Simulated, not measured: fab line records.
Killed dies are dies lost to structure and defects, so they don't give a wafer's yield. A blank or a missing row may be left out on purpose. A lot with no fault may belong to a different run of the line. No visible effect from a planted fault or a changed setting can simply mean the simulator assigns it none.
The same fault as seen by 3 desks + flow n5 finfet + what lay behind the numbers comes last; until then each desk has only its own

## THE DEFECT DESK
Lot by lot, what the route's inspections counted, given as the mean of those sampled wafers with a number. If a lot's mean is further than 4 standard deviations from the usual mean, the lot is out of limits and carries the mark OUT (the distance appears in the brackets).
Columns: A = raw defect count at N5_BEOL_M15_INSPECT_55, usual 70
| lot  | first seen here | A                      |
|------|-----------------|------------------------|
| L474 | day 12 04:53    | 56                     |
| L476 | day 12 20:47    | 58                     |
| L479 | day 13 16:16    | 75                     |
| L482 | day 14 06:07    | 81                     |
| L489 | day 15 18:45    | 3311 (+99 or more) OUT |
| L491 | day 16 06:53    | 2163 (+95) OUT         |
| L495 | day 17 13:49    | 77                     |
| L497 | day 17 22:10    | 79                     |
| L496 | day 18 23:30    | 90                     |
This desk finds L489, L491 out of limits, L489 being first, at day 15 18:45 (raw defect count at N5_BEOL_M15_INSPECT_55). L474, L476, L479, L482, L495, L497, L496 stayed within limits.

## DESK OF THE TOOL OWNER: cmp-04
The tool's own readings at N5_BEOL_M15_CMP_49 (polishes, stops on SiO2, t overpolish 4.9 s, target thk 850 nm): means of the sampled wafers that have a number, for each lot that ran on this tool. If a lot's mean is further than 4 standard deviations from the usual mean, the lot is out of limits and carries the mark OUT (the distance appears in the brackets).
Columns: A = barrier field endpoint s at N5_BEOL_M15_CMP_49, usual 11.34 s; B = motor current A at N5_BEOL_M15_CMP_49, usual 8.1 A; C = overpolish run s at N5_BEOL_M15_CMP_49, usual 4.900 s
| lot  | first seen here | A               | B   | C               |
|------|-----------------|-----------------|-----|-----------------|
| L474 | day 12 04:30    | 11.56           | 7.7 | 4.900           |
| L476 | day 12 20:22    | 11.45           | 7.6 | 4.902           |
| L479 | day 13 15:53    | 11.23           | 8.0 | 4.899           |
| L489 | day 15 18:19    | 16.51 (+21) OUT | 8.2 | 4.355 (-66) OUT |
| L491 | day 16 06:28    | 15.38 (+16) OUT | 7.5 | 4.270 (-77) OUT |
This desk finds L489, L491 out of limits, L489 being first, at day 15 18:19 (barrier field endpoint s at N5_BEOL_M15_CMP_49). L474, L476, L479 stayed within limits.

## FROM THE METROLOGY DESK
What the gauges read for every lot (on any tool): the sampled wafers with a number, averaged. If a lot's mean is further than 4 standard deviations from the usual mean, the lot is out of limits and carries the mark OUT (the distance appears in the brackets). Of its 12 readings 7 are shown: the one that was out of limits first, and those that lie furthest out on some lot.
Columns: A = DIBL_P at N5_BEOL_M4_RC_MEAS_101, usual 36.5 mV/V; B = IOFF_N at N5_BEOL_M4_RC_MEAS_101, usual 0.17 nA/um; C = IOFF_P at N5_BEOL_M4_RC_MEAS_101, usual 0.22 nA/um; D = SS_P at N5_BEOL_M4_RC_MEAS_101, usual 73.4 mV/dec; E = VT_N at N5_BEOL_M4_RC_MEAS_101, usual 249 mV; F = VT_P at N5_BEOL_M4_RC_MEAS_101, usual -250 mV; G = M15_THK at N5_BEOL_M15_THK_MEAS_50, usual 848 nm
| lot  | first seen here | A    | B    | C    | D    | E   | F    | G              |
|------|-----------------|------|------|------|------|-----|------|----------------|
| L474 | day 8 20:52     | 36.5 | 0.15 | 0.19 | 72.6 | 251 | -254 | 865            |
| L476 | day 9 02:56     | 37.3 | 0.20 | 0.23 | 74.1 | 248 | -251 | 822            |
| L479 | day 9 23:44     | 39.4 | 0.23 | 0.28 | 74.3 | 245 | -246 | 844            |
| L482 | day 10 02:48    | 36.2 | 0.16 | 0.22 | 73.3 | 249 | -248 | 843            |
| L489 | day 12 05:40    | 35.7 | 0.15 | 0.20 | 72.9 | 252 | -251 | 1204 (+20) OUT |
| L491 | day 12 11:46    | 36.6 | 0.19 | 0.21 | 73.4 | 246 | -251 | 1092 (+14) OUT |
| L495 | day 14 02:22    | 39.9 | 0.21 | 0.28 | 74.5 | 246 | -249 | 851            |
| L497 | day 14 08:18    | 35.0 | 0.16 | 0.19 | 73.5 | 249 | -252 | 878            |
| L496 | day 15 04:58    | 32.5 | 0.11 | 0.14 | 72.2 | 256 | -255 | 836            |
Finding of this desk: L489, L491 out of limits, first seen on L489 at day 15 18:36 (M15_THK at N5_BEOL_M15_THK_MEAS_50). L474, L476, L479, L482, L495, L497, L496 stayed within limits.

## TAKEN TOGETHER
The tool owner's desk had the chance to raise an alarm at day 15 18:19 on L489, L491.
The metrology desk could have raised an alarm at day 15 18:36, on L489, L491.
The defect desk could have raised an alarm at day 15 18:45, on L489, L491.
On cmp-04, each named lot ran N5_BEOL_M15_CMP_49.

## WHAT HAD BEEN PUT IN BY THE SIMULATOR
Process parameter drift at N5_BEOL_M15_CMP_49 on cmp-04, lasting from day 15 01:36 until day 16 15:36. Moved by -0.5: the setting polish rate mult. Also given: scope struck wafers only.
Lots struck among those shown: L489, L491.
Hours from the fault's start to each desk's first reading out of limits: the tool owner's desk, 17; the metrology desk, 17; the defect desk, 17.
